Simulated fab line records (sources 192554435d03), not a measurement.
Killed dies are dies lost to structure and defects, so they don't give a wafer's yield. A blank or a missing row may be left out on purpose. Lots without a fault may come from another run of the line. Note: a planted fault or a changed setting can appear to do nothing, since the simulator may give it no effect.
Matching of chambers | flow n5-finfet | N5_BEOL_M4_DEP_57 on pecvd-02 has 3 sister chambers
The step deposits SiCN from 3MS/NH3, target thk 8 nm, time 14 s. 24 wafers are shown with their chamber, then 12 later ones without.

## WAFERS WITH THEIR CHAMBER
wafer  | chamber | throttle-valve-pct (%) | showerhead-plenum-p-Torr (Torr)
L075.1 | 1       | 10.0                   | 3.669
L075.4 | 2       | 8.4                    | 3.683
L075.5 | 0       | 10.2                   | 3.636
L080.3 | 1       | 9.7                    | 3.650
L080.4 | 1       | 9.7                    | 3.648
L080.5 | 2       | 8.4                    | 3.675
L081.1 | 0       | 10.0                   | 3.643
L081.2 | 1       | 9.5                    | 3.655
L081.3 | 2       | 8.3                    | 3.674
L081.4 | 2       | 8.3                    | 3.666
L081.5 | 1       | 9.8                    | 3.670
L081.6 | 0       | 10.1                   | 3.643
L082.1 | 0       | 9.8                    | 3.632
L082.2 | 2       | 8.3                    | 3.678
L082.3 | 1       | 9.7                    | 3.658
L082.4 | 0       | 10.0                   | 3.633
L082.5 | 1       | 9.8                    | 3.653
L082.6 | 2       | 8.3                    | 3.676
L085.3 | 0       | 10.1                   | 3.628
L085.5 | 2       | 8.6                    | 3.673
L085.6 | 0       | 10.0                   | 3.636
L084.1 | 1       | 9.8                    | 3.661
L084.2 | 2       | 8.3                    | 3.678
L084.6 | 2       | 8.4                    | 3.672

SIGNATURES (means of the wafers above)
reading                  | chamber 0 | chamber 1 | chamber 2 | scatter within a chamber
throttle-valve-pct       | 10.029    | 9.750     | 8.367     | 0.122
showerhead-plenum-p-Torr | 3.63586   | 3.65800   | 3.67500   | 0.00631
Rule: distance of a wafer from a chamber = root of the sum over the readings of ((wafer's reading minus chamber's mean) / reading's scatter) squared. The wafer belongs to the nearest chamber; if the next one is less than 2 further off, it can't be placed. The scatter is the square root of a quotient: the sum, over the shown wafers, of each reading's squared deviation from its chamber's mean, divided by wafers minus chambers.

## WAFERS MISSING THEIR CHAMBER
wafer  | throttle-valve-pct (%) | showerhead-plenum-p-Torr (Torr)
L088.2 | 8.3                    | 3.675
L088.5 | 9.5                    | 3.657
L088.6 | 8.4                    | 3.669
L089.1 | 8.2                    | 3.674
L089.4 | 9.8                    | 3.637
L089.6 | 9.4                    | 3.662
L090.2 | 10.1                   | 3.641
L090.3 | 9.7                    | 3.660
L090.6 | 8.7                    | 3.679
L092.2 | 8.4                    | 3.682
L092.4 | 8.3                    | 3.676
L092.5 | 10.1                   | 3.644

## WHICH CHAMBER EACH WENT THROUGH
wafer  | from the rows above     | in truth
L088.2 | 2                       | 2
L088.5 | 1                       | 1
L088.6 | 2                       | 2
L089.1 | 2                       | 2
L089.4 | can't be placed: 0 or 1 | 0
L089.6 | 1                       | 1
L090.2 | 0                       | 0
L090.3 | 1                       | 1
L090.6 | 2                       | 2
L092.2 | 2                       | 2
L092.4 | 2                       | 2
L092.5 | 0                       | 0
Placed correctly: 11 of 12. Not placeable from these rows: 1 (in 1, the candidates include the true chamber). Number placed wrongly: 0.
